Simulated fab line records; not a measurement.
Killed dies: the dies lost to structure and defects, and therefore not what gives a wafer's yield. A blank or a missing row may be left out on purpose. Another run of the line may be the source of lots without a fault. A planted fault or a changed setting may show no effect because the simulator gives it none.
Matching of chambers :: flow nand-harc :: rie-diel-09 running NHARC_P_BONDPAD_DESCUM_11: 4 sister chambers
The step chemistry O2, time 3 s. 14 wafers are shown with their chamber, then 7 later ones without.

WAFERS PAIRED WITH THEIR CHAMBERS
wafer: L178.2
chamber: 0
showerhead-plenum-p-Torr (Torr): 1.81
drypump-motor-current-A (A): 6.3
o2-flow-sccm (sccm): 200.2

wafer: L178.5
chamber: 0
showerhead-plenum-p-Torr (Torr): 1.81
drypump-motor-current-A (A): 6.4
o2-flow-sccm (sccm): 200.1

wafer: L178.6
chamber: 1
showerhead-plenum-p-Torr (Torr): 2.00
drypump-motor-current-A (A): 4.9
o2-flow-sccm (sccm): 199.1

wafer: L176.3
chamber: 1
showerhead-plenum-p-Torr (Torr): 2.00
drypump-motor-current-A (A): 4.9
o2-flow-sccm (sccm): 199.1

wafer: L176.5
chamber: 2
showerhead-plenum-p-Torr (Torr): 1.81
drypump-motor-current-A (A): 5.4
o2-flow-sccm (sccm): 200.2

wafer: L176.6
chamber: 1
showerhead-plenum-p-Torr (Torr): 2.00
drypump-motor-current-A (A): 4.9
o2-flow-sccm (sccm): 199.6

wafer: L182.2
chamber: 3
showerhead-plenum-p-Torr (Torr): 1.85
drypump-motor-current-A (A): 6.0
o2-flow-sccm (sccm): 200.9

wafer: L182.4
chamber: 0
showerhead-plenum-p-Torr (Torr): 1.81
drypump-motor-current-A (A): 6.3
o2-flow-sccm (sccm): 200.4

wafer: L182.6
chamber: 1
showerhead-plenum-p-Torr (Torr): 2.00
drypump-motor-current-A (A): 4.9
o2-flow-sccm (sccm): 200.6

wafer: L183.2
chamber: 3
showerhead-plenum-p-Torr (Torr): 1.85
drypump-motor-current-A (A): 6.0
o2-flow-sccm (sccm): 200.4

wafer: L183.5
chamber: 0
showerhead-plenum-p-Torr (Torr): 1.81
drypump-motor-current-A (A): 6.3
o2-flow-sccm (sccm): 199.5

wafer: L183.6
chamber: 3
showerhead-plenum-p-Torr (Torr): 1.85
drypump-motor-current-A (A): 6.0
o2-flow-sccm (sccm): 201.1

wafer: L185.1
chamber: 2
showerhead-plenum-p-Torr (Torr): 1.80
drypump-motor-current-A (A): 5.4
o2-flow-sccm (sccm): 200.3

wafer: L185.3
chamber: 1
showerhead-plenum-p-Torr (Torr): 2.00
drypump-motor-current-A (A): 4.9
o2-flow-sccm (sccm): 200.6

SIGNATURES, as means of the wafers listed above
reading: showerhead-plenum-p-Torr
chamber 0: 1.8100
chamber 1: 2.0000
chamber 2: 1.8050
chamber 3: 1.8500
scatter within a chamber: 0.00224

reading: drypump-motor-current-A
chamber 0: 6.325
chamber 1: 4.900
chamber 2: 5.400
chamber 3: 6.000
scatter within a chamber: 0.0274

reading: o2-flow-sccm
chamber 0: 200.050
chamber 1: 199.800
chamber 2: 200.250
chamber 3: 200.800
scatter within a chamber: 0.549
Rule: a wafer lies at a distance from a chamber equal to the root of the sum of squares, over the readings, of (its reading less the chamber's mean, divided by the reading's scatter). If the next closest chamber is less than 2 further off than the closest, the wafer can't be placed; otherwise it belongs to the closest. The scatter: the root of (the sum of the squares of (reading less its chamber's mean) over the shown wafers, divided by (wafers less chambers)).

WAFERS WITHOUT THEIR CHAMBER
wafer: L185.5
showerhead-plenum-p-Torr (Torr): 1.85
drypump-motor-current-A (A): 6.0
o2-flow-sccm (sccm): 200.1

wafer: L184.3
showerhead-plenum-p-Torr (Torr): 1.80
drypump-motor-current-A (A): 5.4
o2-flow-sccm (sccm): 199.0

wafer: L184.4
showerhead-plenum-p-Torr (Torr): 2.00
drypump-motor-current-A (A): 4.9
o2-flow-sccm (sccm): 201.6

wafer: L184.6
showerhead-plenum-p-Torr (Torr): 1.85
drypump-motor-current-A (A): 6.0
o2-flow-sccm (sccm): 199.5

wafer: L186.4
showerhead-plenum-p-Torr (Torr): 1.85
drypump-motor-current-A (A): 6.0
o2-flow-sccm (sccm): 199.2

wafer: L186.5
showerhead-plenum-p-Torr (Torr): 1.85
drypump-motor-current-A (A): 5.9
o2-flow-sccm (sccm): 199.7

wafer: L186.6
showerhead-plenum-p-Torr (Torr): 1.80
drypump-motor-current-A (A): 5.5
o2-flow-sccm (sccm): 200.0

CHAMBER TAKEN BY EACH
wafer: L185.5
from the rows above: 3
in truth: 3

wafer: L184.3
from the rows above: 2
in truth: 2

wafer: L184.4
from the rows above: 1
in truth: 1

wafer: L184.6
from the rows above: 3
in truth: 3

wafer: L186.4
from the rows above: 3
in truth: 3

wafer: L186.5
from the rows above: 3
in truth: 3

wafer: L186.6
from the rows above: 2
in truth: 2
7 of 7 placed correctly. Can't be placed from these rows: 0. Placed wrongly: 0.
